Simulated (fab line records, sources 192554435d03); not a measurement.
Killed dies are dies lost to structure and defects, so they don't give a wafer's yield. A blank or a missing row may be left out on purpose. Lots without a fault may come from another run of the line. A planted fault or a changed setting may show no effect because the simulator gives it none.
fab line records | flow n5_finfet
record lots=7 wafers=21
route steps=1938 shown BEOL_M6@1204 BEOL_M8@1332
start_h: hours from the record's first day to the start of the lot's first wafer shown | wait_h: hours since the lot's step before | " the same as in the row above | L1.1+2: a row that stands for several wafers | - no value, or no start given | * or withheld: withheld | < > ~ a bound
route shown NAME@n: a module of which the file shows steps, and the number in the route of the first | usual: mean/standard deviation of fault-free wafers | same: alike in all rows | chamber/n: place in a boat | sites: the reading at each site | _std_site: their standard deviation | _edge_site: outer sites' mean less inner sites' | radius_mm: how far each site lies from the wafer's centre | mask NAME#n: copy n | behind: the tool/chamber that last shaped the wafer | hold: why the lot was held/for how many hours/how that ended | device: the transistor (n, p or np) that didn't switch | end of line: the same wafers' tests at the end of the route | a step without rows: its recipe alone | killed: dies lost to structure and defects at the first sort, not the wafer's yield | map: a wafer's dies, x killed, . not, _ none there
set.NAME: the setting as run; set.NAME@STEP: as run at that earlier step | model.NAME: the simulator's own value behind a step, which no gauge read
lots whose settings were changed on purpose; a table a step, a row a wafer
## steps
# step N5_BEOL_M6_EXPOSE_08
# recipe mask_id=M6 na=1.35 source_shape=dipole sigma_inner=0.817 sigma_outer=0.97 polarization=te dose_mj=68.25
# columns lot.wafer tool chamber start_h wait_h mask set.dose_mj
L074.1+6 arfi_scanner-01 0 179.99 - M6#0 71.78
L074.5 " 0 " " M6#0 68.25
L076.1+5 arfi_scanner-02 0 181.20 - M6#0 68.25
L076.6 " 0 " " M6#0 70.07
L084.1+3+6 arfi_scanner-01 0 239.70 - M6#0 68.25
L085.1+5+6 arfi_scanner-01 0 252.95 - M6#0 68.25
L087.1+2+3 arfi_scanner-01 0 271.66 - M6#0 68.25
L089.4+5 arfi_scanner-01 0 292.87 - M6#0 64.98
L089.6 " 0 " " M6#0 68.25
L094.2+5+6 arfi_scanner-01 0 299.91 - M6#0 68.25
# step N5_BEOL_M6_PEB_09
# recipe peb_temp_c=withheld peb_time_s=60 resist=CAR-ArF
# step N5_BEOL_M6_DEVELOP_10
# recipe develop_time_s=30 developer=TMAH resist=CAR-ArF rinse_liquid=diw dry=air_spin dev_temp_c=23
# step N5_BEOL_M6_CD_MEAS_11
# recipe target_cd_nm=38.5 landing_energy_ev=500 detector=se_inlens polarity=opening
# usual cd_nm=38.7/0.52
# columns lot.wafer tool chamber start_h wait_h set.dose_mj@BEOL_M6_EXPOSE_08 cd_nm
L074.1 cd_sem-02 0 180.12 - 71.78 41.3
L074.5 " 0 " " 68.25 39.0
L074.6 " 0 " " 71.78 41.1
L076.1 cd_sem-02 0 181.33 - 68.25 39.5
L076.5 " 0 " " 68.25 39.9
L076.6 " 0 " " 70.07 40.2
L084.1 cd_sem-02 0 239.83 - 68.25 39.0
L084.3 " 0 " " 68.25 39.2
L084.6 " 0 " " 68.25 39.5
L085.1 cd_sem-03 0 253.08 - 68.25 38.2
L085.5 " 0 " " 68.25 37.8
L085.6 " 0 " " 68.25 37.7
L087.1 cd_sem-03 0 271.79 - 68.25 38.8
L087.2 " 0 " " 68.25 38.8
L087.3 " 0 " " 68.25 39.2
L089.4 cd_sem-01 0 292.98 - 64.98 36.8
L089.5 " 0 " " 64.98 36.8
L089.6 " 0 " " 68.25 39.5
L094.2 cd_sem-01 0 300.03 - 68.25 38.7
L094.5 " 0 " " 68.25 38.7
L094.6 " 0 " " 68.25 38.4
# step N5_BEOL_M6_DESCUM_16
# recipe chemistry=O2 time_s=7.9 source_power_w=50 bias_power_w=20 pressure_mtorr=20 rf_frequency_hz=2.712e+07 temp_c=40 resist=CAR-ArF o2_flow_sccm=225
# step N5_BEOL_M6_ETCH_61
# recipe chemistry=CF4 target=SiARC target_depth_a=455 mask_material=CAR-ArF time_s=75.8 ion_energy_ev=80 pressure_mtorr=40 source_w=545 bias_w=36 Ar_flow_sccm=100 cf4_flow_sccm=100 ends=cleared
# columns lot.wafer tool chamber start_h wait_h set.dose_mj@BEOL_M6_EXPOSE_08 model.BEOL_M6.cd_offset_nm
L074.1 rie_diel-05 2 180.24 0.0 71.78 2.4
L074.5 " 3 " " 68.25 0.2
L074.6 " 2 " " 71.78 2.6
L076.1 rie_diel-05 2 181.81 0.0 68.25 0.4
L076.5 " 0 " " 68.25 1.2
L076.6 " 3 " " 70.07 1.6
L084.1 rie_diel-05 0 239.95 0.0 68.25 0
L084.3 " 2 " " 68.25 0.2
L084.6 " 1 " " 68.25 1.2
L085.1 rie_diel-04 2 253.20 0.0 68.25 -0.6
L085.5 " 3 " " 68.25 -0.2
L085.6 " 2 " " 68.25 -0.4
L087.1+2 rie_diel-05 0,1 271.92 0.0 68.25 0.4
L087.3 " 2 " " 68.25 0.8
L089.4 rie_diel-05 3 293.10 0.0 64.98 -2.2
L089.5 " 1 " " 64.98 -1.4
L089.6 " 2 " " 68.25 1.2
L094.2 rie_diel-05 3 300.52 0.0 68.25 -0.4
L094.5+6 " 0,1 " " 68.25 0.2
# step N5_BEOL_M6_ETCH_62
# recipe chemistry=N2/H2 target=SOC target_depth_a=1100 overetch_a=220 mask_material=SiARC temp_c=40 time_s=165 ion_energy_ev=200 pressure_mtorr=30 source_w=840 bias_w=150 n2_flow_sccm=200 h2_flow_sccm=200
# columns lot.wafer tool chamber start_h wait_h set.dose_mj@BEOL_M6_EXPOSE_08 model.BEOL_M6.cd_offset_nm
L074.1+6 rie_diel-05 2 180.30 0.0 71.78 2.4
L074.5 " 3 " " 68.25 0
L076.1 rie_diel-05 2 181.87 0.0 68.25 0.4
L076.5 " 0 " " 68.25 1
L076.6 " 3 " " 70.07 1.4
L084.1 rie_diel-05 0 240.01 0.0 68.25 0
L084.3 " 2 " " 68.25 0.2
L084.6 " 1 " " 68.25 0.8
L085.1+6 rie_diel-04 2 253.26 0.0 68.25 -0.8
L085.5 " 3 " " 68.25 -0.2
L087.1 rie_diel-05 0 271.97 0.0 68.25 0.2
L087.2 " 1 " " 68.25 0
L087.3 " 2 " " 68.25 0.6
L089.4 rie_diel-05 3 293.16 0.0 64.98 -2.2
L089.5 " 1 " " 64.98 -1.4
L089.6 " 2 " " 68.25 1
L094.2 rie_diel-05 3 300.58 0.0 68.25 -0.6
L094.5+6 " 0,1 " " 68.25 0
# step N5_BEOL_M6_STRIP_68
# recipe chemistry=N2/H2 temp_c=40 n2_flow_sccm=200 h2_flow_sccm=200 rf_frequency_hz=6e+07
# step N5_BEOL_M6_STRIP_67
# recipe chemistry=CF4 resist=SiARC power_w=300 bias_power_w=75 pressure_mtorr=50 cf4_flow_sccm=150 rf_frequency_hz=6e+07
# step N5_BEOL_M6_HM_OPEN_17
# recipe chemistry=Cl2/BCl3 target_depth_a=200 overetch_a=60 target=TiN mask_material=SOC ion_energy_ev=150 pressure_mtorr=10 icp_w=1000 bias_w=126 Cl2_flow_sccm=53.25 bcl3_flow_sccm=21.75 Ar_flow_sccm=25
# columns lot.wafer tool chamber start_h wait_h set.dose_mj@BEOL_M6_EXPOSE_08 model.BEOL_M6.cd_offset_nm
L074.1 rie_metal-02 0 180.49 0.0 71.78 2.2
L074.5 " 0 " " 68.25 0
L074.6 " 1 " " 71.78 2.4
L076.1 rie_metal-02 1 182.06 0.0 68.25 0.4
L076.5 " 1 " " 68.25 1
L076.6 " 0 " " 70.07 1.2
L084.1 rie_metal-03 1 240.19 0.0 68.25 0
L084.3 " 0 " " 68.25 0.2
L084.6 " 0 " " 68.25 0.8
L085.1 rie_metal-01 1 253.44 0.0 68.25 -0.6
L085.5 " 0 " " 68.25 0
L085.6 " 1 " " 68.25 -0.8
L087.1 rie_metal-02 1 272.16 0.0 68.25 0.2
L087.2 " 0 " " 68.25 0
L087.3 " 1 " " 68.25 0.6
L089.4 rie_metal-02 0 293.37 0.1 64.98 -2.4
L089.5 " 1 " " 64.98 -1.2
L089.6 " 0 " " 68.25 1
L094.2 rie_metal-02 1 300.77 0.0 68.25 -0.6
L094.5 " 0 " " 68.25 0
L094.6 " 1 " " 68.25 0.2
# step N5_BEOL_M6_TRENCH_ETCH_37
# recipe chemistry=C4F6/O2 target_depth_a=944.35 target=SiCOH_lowk time_s=31.5 ion_energy_ev=250 pressure_mtorr=30 source_w=345 bias_w=185 Ar_flow_sccm=300 C4F6_flow_sccm=10 O2_flow_sccm=10
# usual rf_vpp_V=662/12
# columns lot.wafer tool chamber start_h wait_h set.bias_w rf_vpp_V model.etch.depth_nm model.BEOL_M6.feature_depth_nm
L074.1 rie_diel-04 3 - - 185 668 94.29 94.2
L074.5 " 0 " " 185 665 94.47 94.4
L074.6 " 3 " " 185 667 95.1 95
L076.1 rie_diel-05 0 - - 217.5 758 99.19 99.2
L076.5 " 3 " " 185 685 92.98 93
L076.6 " 0 " " 217.5 759 99.32 99.4
L084.1 rie_diel-05 0 - - 185 668 94.32 94.4
L084.3 " 1 " " 185 666 97.39 97.4
L084.6 " 0 " " 185 667 94.06 94
L085.1 rie_diel-04 2 - - 163 584 90.74 90.8
L085.5 " 1 " " 185 656 94.06 94
L085.6 " 2 " " 163 583 90.86 90.8
L087.1 rie_diel-05 0 - - 161 599 89.93 90
L087.2 " 2 " " 161 588 90.39 90.4
L087.3 " 3 " " 185 686 93.8 93.8
L089.4 rie_diel-04 2 - - 185 644 94.55 94.6
L089.5 " 1 " " 185 655 93.2 93.2
L089.6 " 2 " " 185 645 94.95 95
L094.2 rie_diel-04 3 - - 168.8 620 90.92 91
L094.5 " 1 " " 168.8 608 90.02 90
L094.6 " 0 " " 168.8 618 90.13 90.2
# step N5_BEOL_M6_ETCH_41
# recipe chemistry=CH3F/O2 target=SiCN target_depth_a=297 taper_deg=2 time_s=52 ion_energy_ev=120 mask_material=TiN pressure_mtorr=30 source_w=395 bias_w=75 Ar_flow_sccm=150 CH3F_flow_sccm=30 O2_flow_sccm=20
# step N5_BEOL_M6_STRIP_80
# recipe chemistry=N2/H2 time_s=10 power_w=450 temp_c=40 pressure_mtorr=20 rf_frequency_hz=6e+07 bias_power_w=7 n2_flow_sccm=200 h2_flow_sccm=200
# step N5_BEOL_M6_OCD_MEAS_38
# usual trench_depth_nm=94.0/1.3
# columns lot.wafer tool chamber start_h wait_h set.bias_w@BEOL_M6_TRENCH_ETCH_37 trench_depth_nm
L074.1 ocd-02 - 181.87 - 185 94.1
L074.5 " - " " 185 94.7
L074.6 " - " " 185 95.2
L076.1 ocd-02 - 183.10 - 217.5 98.8
L076.5 " - " " 185 93.1
L076.6 " - " " 217.5 98.9
L084.1 ocd-02 - 244.20 - 185 93.8
L084.3 " - " " 185 97.1
L084.6 " - " " 185 94.2
L085.1 ocd-02 - 255.46 - 163 90.7
L085.5 " - " " 185 94.0
L085.6 " - " " 163 90.7
L087.1 ocd-01 - 275.30 - 161 89.9
L087.2 " - " " 161 89.8
L087.3 " - " " 185 93.7
L089.4 ocd-02 - 296.46 - 185 94.3
L089.5 " - " " 185 93.1
L089.6 " - " " 185 94.8
L094.2 ocd-01 - 304.12 - 168.8 91.1
L094.5 " - " " 168.8 90.1
L094.6 " - " " 168.8 89.7
# step N5_BEOL_M6_HM_STRIP_39
# recipe chemistry=peroxide_tin_strip material=TiN target_depth_a=250 temp_c=50 time_s=158
# step N5_BEOL_M6_SRD_40
# recipe time_s=30 temp_c=23 rinse_liquid=diw dry=ipa_marangoni
# step N5_BEOL_M6_PRECLEAN_42
# recipe chemistry=residue_remover time_s=60 temp_c=40
# step N5_BEOL_M6_SRD_43
# recipe time_s=30 temp_c=23 rinse_liquid=diw dry=ipa_marangoni
# step N5_BEOL_M6_CD_MEAS_35
# recipe target_cd_nm=40 target_cd_y_nm=28 polarity=opening
# usual cd_nm=40.1/0.58
# columns lot.wafer tool chamber start_h wait_h set.dose_mj@BEOL_M6_EXPOSE_08 cd_nm
L074.1 cd_sem-01 - 182.03 0.0 71.78 42.0
L074.5 " - " " 68.25 40.1
L074.6 " - " " 71.78 42.8
L076.1 cd_sem-02 - 183.25 0.0 68.25 40.4
L076.5 " - " " 68.25 41.1
L076.6 " - " " 70.07 41.4
L084.1 cd_sem-01 - 244.35 0.0 68.25 40.1
L084.3 " - " " 68.25 40.2
L084.6 " - " " 68.25 40.7
L085.1 cd_sem-01 - 255.62 0.0 68.25 39.1
L085.5 " - " " 68.25 39.7
L085.6 " - " " 68.25 39.0
L087.1 cd_sem-03 - 275.46 0.0 68.25 40.2
L087.2 " - " " 68.25 39.6
L087.3 " - " " 68.25 40.1
L089.4 cd_sem-03 - 296.62 0.0 64.98 37.7
L089.5 " - " " 64.98 38.7
L089.6 " - " " 68.25 40.6
L094.2 cd_sem-03 - 304.27 0.0 68.25 39.8
L094.5 " - " " 68.25 39.7
L094.6 " - " " 68.25 40.2
# step N5_BEOL_M6_ALD_77
# recipe material=TaN target_thk_a=20 temp_c=275 ald_precursor_family=PDMAT ald_co_reactant=NH3 pressure_torr=3 carrier_flow_sccm=1500 pulse_time_s=2 purge_time_s=3 co_reactant_purge_time_s=2 co_reactant_pulse_time_s=3 ald_cycles=40 precursor_vessel_temp_c=75 precursor_vessel_pressure_torr=26.25 precursor_vessel_carrier_sccm=1000
# columns lot.wafer tool chamber start_h wait_h set.ald_cycles
L074.1+5+6 ald_metal-02 0,0,3 183.15 0.0 43
L076.1 ald_metal-04 1 183.71 0.0 45
L076.5+6 " 1,2 " " 40
L084.1+3+6 ald_metal-02 3,2,0 245.52 0.0 40
L085.1+5 ald_metal-04 3 257.89 0.0 40
L085.6 " 0 " " 35
L087.1+3 ald_metal-02 0,2 276.16 0.0 43
L087.2 " 1 " " 40
L089.4+5+6 ald_metal-02 3,0,1 297.44 0.2 40
L094.2 ald_metal-04 3 304.75 0.0 42
L094.5+6 " 3,2 " " 40
# step N5_BEOL_M6_SURFACE_TREAT_79
# recipe gas=Ar time_s=* ion_energy_ev=* ion_current_ma_cm2=0.5 pressure_mtorr=* ar_flow_sccm=30
# step N5_BEOL_M6_CVD_78
# recipe material=Co target_thk_a=20 temp_c=withheld precursor=CCTBA/H2 pressure_torr=30 time_s=142.3
# step N5_BEOL_M6_ECD_50
# recipe material=Cu target_thk_a=3000
# step N5_BEOL_M6_ANNEAL_51
# recipe temp_c=225 time_s=90 ambient=N2
# step N5_BEOL_M6_CMP_52
# recipe stop_on=SiCOH_lowk t_overpolish_s=6.9 down_force_psi=1 platen_rpm=50 clearing_platen_down_force_psi=1.5 clearing_platen_rpm=50 post_cmp_clean=cu_alkaline target_thk_nm=80 clearing_platen_pad_velocity_m_s=0.99484 pad_velocity_m_s=0.99484
# columns lot.wafer tool chamber start_h wait_h set.bias_w@BEOL_M6_TRENCH_ETCH_37 model.Cu_of_BEOL_M6_ECD_50.thk_nm
L074.1 cmp-04 3 188.38 0.4 185 79.2
L074.6 " 0 " " 185 80.4
L074.5 " 1 " " 185 81
L076.1 cmp-04 0 189.20 0.3 217.5 84.8
L076.5 " 0 " " 185 77.2
L076.6 " 1 " " 217.5 84.4
L084.3 cmp-01 2 246.70 0.2 185 81.4
L084.1 " 3 " " 185 80.2
L084.6 " 2 " " 185 79.8
L085.1 cmp-02 1 259.39 0.7 163 78.2
L085.5 " 2 " " 185 82
L085.6 " 3 " " 163 77.2
L087.3 cmp-02 3 277.62 0.2 185 81
L087.1 " 0 " " 161 77
L087.2 " 2 " " 161 76.8
L089.4+6+5 cmp-01 1,1,2 299.13 0.2 185 78.2
L094.2 cmp-04 2 306.58 0.5 168.8 76.8
L094.6 " 3 " " 168.8 74.8
L094.5 " 0 " " 168.8 74.2
# step N5_BEOL_M6_THK_MEAS_53
# recipe thk_meas_gauge=xrf reads=Cu_of_BEOL_M6_ECD_50
# usual M6_THK=81.0/1.9
# columns lot.wafer tool chamber start_h wait_h set.bias_w@BEOL_M6_TRENCH_ETCH_37 M6_THK[nm]
L074.1 film_metro-02 - 188.56 - 185 80.7
L074.5 " - " " 185 82.4
L074.6 " - " " 185 81.4
L076.1 film_metro-01 - 189.49 - 217.5 85.5
L076.5 " - " " 185 77.3
L076.6 " - " " 217.5 85.3
L084.1 film_metro-02 - 246.96 - 185 81.5
L084.3 " - " " 185 83.1
L084.6 " - " " 185 81.0
L085.1 film_metro-01 - 259.57 - 163 79.7
L085.5 " - " " 185 83.7
L085.6 " - " " 163 78.8
L087.1 film_metro-02 - 277.92 - 161 77.9
L087.2 " - " " 161 78.3
L087.3 " - " " 185 82.3
L089.4 film_metro-01 - 299.43 - 185 79.4
L089.5 " - " " 185 79.6
L089.6 " - " " 185 79.7
L094.2 film_metro-01 - 306.77 - 168.8 78.0
L094.5 " - " " 168.8 75.3
L094.6 " - " " 168.8 75.8
# step N5_BEOL_M6_PRE_CLEAN_55
# recipe gas=NH3 time_s=15 temp_c=withheld rf_power_w=300
# step N5_BEOL_M6_DEP_56
# recipe material=SiCN target_thk_a=100 temp_c=withheld precursor=3MS/NH3 pressure_torr=3 rf_w=202 time_s=17.5
# step N5_BEOL_M6_RS_MEAS_57
# recipe thk_meas_gauge=four-point-probe reads=Cu_of_BEOL_M6_ECD_50+Co_of_BEOL_M6_CVD_78+TaN_of_BEOL_M6_ALD_77
# usual M6_RS=0.287/0.0074
# columns lot.wafer tool chamber start_h wait_h set.bias_w@BEOL_M6_TRENCH_ETCH_37 M6_RS[ohm/sq]
L074.1 film_metro-02 - 188.69 0.1 185 0.289
L074.5 " - " " 185 0.282
L074.6 " - " " 185 0.285
L076.1 film_metro-01 - 189.62 0.1 217.5 0.267
L076.5 " - " " 185 0.298
L076.6 " - " " 217.5 0.269
L084.1 film_metro-02 - 247.09 0.1 185 0.285
L084.3 " - " " 185 0.279
L084.6 " - " " 185 0.286
L085.1 film_metro-01 - 259.70 0.1 163 0.293
L085.5 " - " " 185 0.277
L085.6 " - " " 163 0.298
L087.1 film_metro-01 - 278.05 0.1 161 0.299
L087.2 " - " " 161 0.300
L087.3 " - " " 185 0.282
L089.4 film_metro-01 - 299.56 0.0 185 0.294
L089.5 " - " " 185 0.294
L089.6 " - " " 185 0.294
L094.2 film_metro-01 - 306.90 0.1 168.8 0.300
L094.5 " - " " 168.8 0.312
L094.6 " - " " 168.8 0.310
# step N5_BEOL_M8_ILD_DEP_00
# recipe material=SiCOH_lowk target_thk_a=1797.5 temp_c=300 precursor=DEMS/porogen pressure_torr=5 rf_w=500 time_s=33.4
# columns lot.wafer tool chamber start_h wait_h set.time_s model.SiCOH_lowk_of_BEOL_M8_ILD_DEP_00.thk_nm
L076.1 pecvd-04 2 198.51 0.0 37.67 201
L076.5 " 0 " " 37.67 202.6
L076.6 " 1 " " 33.4 181.8
L074.1 pecvd-03 1 200.14 0.0 33.4 177.4
L074.5 " 2 " " 33.4 181.2
L074.6 " 0 " " 33.4 183.6
L084.1 pecvd-03 2 256.05 0.0 33.4 175.6
L084.3 " 0 " " 33.4 178.2
L084.6 " 0 " " 33.4 181.6
L085.1 pecvd-03 0 267.13 0.0 33.4 178
L085.5 " 1 " " 31.73 169.8
L085.6 " 0 " " 31.73 173.4
L087.1 pecvd-04 0 289.45 0.0 31.49 171.2
L087.2 " 2 " " 31.49 169.4
L087.3 " 1 " " 33.4 179.8
L089.4+6 pecvd-03 0,1 307.13 0.1 33.4 181.2
L089.5 " 2 " " 33.4 177.4
L094.2 pecvd-04 1 314.07 0.0 33.4 179.2
L094.5 " 2 " " 33.4 181.4
L094.6 " 1 " " 33.4 181.2
# step N5_BEOL_M8_CURE_74
# recipe temp_c=385 time_s=240 ambient=He/Ar material=SiCOH_lowk
# columns lot.wafer tool chamber start_h wait_h set.time_s@BEOL_M8_ILD_DEP_00 model.SiCOH_lowk_of_BEOL_M8_ILD_DEP_00.thk_nm
L076.1 uv_cure-02 1 198.58 0.0 37.67 173.4
L076.5 " 1 " " 37.67 175
L076.6 " 1 " " 33.4 156.8
L074.1 uv_cure-01 2 200.21 0.0 33.4 153
L074.5 " 2 " " 33.4 156.2
L074.6 " 2 " " 33.4 158.4
L084.1 uv_cure-03 1 256.11 0.0 33.4 151.4
L084.3 " 1 " " 33.4 153.6
L084.6 " 1 " " 33.4 156.6
L085.1 uv_cure-03 0 267.19 0.0 33.4 153.4
L085.5 " 0 " " 31.73 146.4
L085.6 " 0 " " 31.73 149.6
L087.1 uv_cure-03 2 289.51 0.0 31.49 147.6
L087.2 " 2 " " 31.49 146
L087.3 " 2 " " 33.4 155
L089.4 uv_cure-02 1 307.41 0.3 33.4 156.4
L089.5 " 1 " " 33.4 153
L089.6 " 1 " " 33.4 156.2
L094.2 uv_cure-02 1 314.31 0.2 33.4 154.6
L094.5 " 1 " " 33.4 156.4
L094.6 " 1 " " 33.4 156.2
# step N5_BEOL_M8_THK_MEAS_01
# recipe reads=SiCOH_lowk_of_BEOL_M8_ILD_DEP_00
# usual M8_ILD_THK=155.1/1.9
# columns lot.wafer tool chamber start_h wait_h set.time_s@BEOL_M8_ILD_DEP_00 M8_ILD_THK[nm]
L076.1 film_metro-02 - 199.09 0.4 37.67 173.6
L076.5 " - " " 37.67 174.9
L076.6 " - " " 33.4 156.7
L074.1 film_metro-02 - 200.72 0.4 33.4 153.0
L074.5 " - " " 33.4 156.3
L074.6 " - " " 33.4 158.3
L084.1 film_metro-02 - 257.11 0.8 33.4 151.2
L084.3 " - " " 33.4 153.6
L084.6 " - " " 33.4 156.6
L085.1 film_metro-01 - 267.70 0.4 33.4 153.5
L085.5 " - " " 31.73 146.3
L085.6 " - " " 31.73 149.5
L087.1 film_metro-02 - 290.02 0.4 31.49 147.6
L087.2 " - " " 31.49 145.9
L087.3 " - " " 33.4 154.9
L089.4 film_metro-01 - 307.69 0.2 33.4 156.4
L089.5 " - " " 33.4 153.2
L089.6 " - " " 33.4 156.3
L094.2 film_metro-02 - 314.75 0.4 33.4 154.6
L094.5 " - " " 33.4 156.5
L094.6 " - " " 33.4 156.3
## key
split step=N5_BEOL_M6_EXPOSE_08 setting=dose_mj stated=68.25 by=wafer
response step=N5_BEOL_M6_CD_MEAS_11 reading=cd_nm change=+0.448 per=1% r=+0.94
response step=N5_BEOL_M6_ETCH_61 reading=model.BEOL_M6.cd_offset_nm change=+0.5 per=1% r=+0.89
response step=N5_BEOL_M6_ETCH_62 reading=model.BEOL_M6.cd_offset_nm change=+0.487 per=1% r=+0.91
response step=N5_BEOL_M6_HM_OPEN_17 reading=model.BEOL_M6.cd_offset_nm change=+0.469 per=1% r=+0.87
response step=N5_BEOL_M6_CD_MEAS_35 reading=cd_nm change=+0.444 per=1% r=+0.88
split step=N5_BEOL_M6_TRENCH_ETCH_37 setting=bias_w stated=185 by=wafer
response step=N5_BEOL_M6_TRENCH_ETCH_37 reading=rf_vpp_V change=+5.44 per=1% r=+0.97
response step=N5_BEOL_M6_TRENCH_ETCH_37 reading=model.etch.depth_nm change=+0.317 per=1% r=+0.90
response step=N5_BEOL_M6_TRENCH_ETCH_37 reading=model.BEOL_M6.feature_depth_nm change=+0.316 per=1% r=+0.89
response step=N5_BEOL_M6_OCD_MEAS_38 reading=trench_depth_nm change=+0.306 per=1% r=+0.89
response step=N5_BEOL_M6_CMP_52 reading=model.Cu_of_BEOL_M6_ECD_50.thk_nm change=+0.379 per=1% r=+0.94
response step=N5_BEOL_M6_THK_MEAS_53 reading=M6_THK change=+0.401 per=1% r=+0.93
response step=N5_BEOL_M6_RS_MEAS_57 reading=M6_RS change=-0.00157 per=1% r=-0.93
split step=N5_BEOL_M6_ALD_77 setting=ald_cycles stated=40 by=wafer
response none clear
split step=N5_BEOL_M8_ILD_DEP_00 setting=time_s stated=33.4 by=wafer
response step=N5_BEOL_M8_ILD_DEP_00 reading=model.SiCOH_lowk_of_BEOL_M8_ILD_DEP_00.thk_nm change=+1.55 per=1% r=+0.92
response step=N5_BEOL_M8_CURE_74 reading=model.SiCOH_lowk_of_BEOL_M8_ILD_DEP_00.thk_nm change=+1.34 per=1% r=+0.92
response step=N5_BEOL_M8_THK_MEAS_01 reading=M8_ILD_THK change=+1.35 per=1% r=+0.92
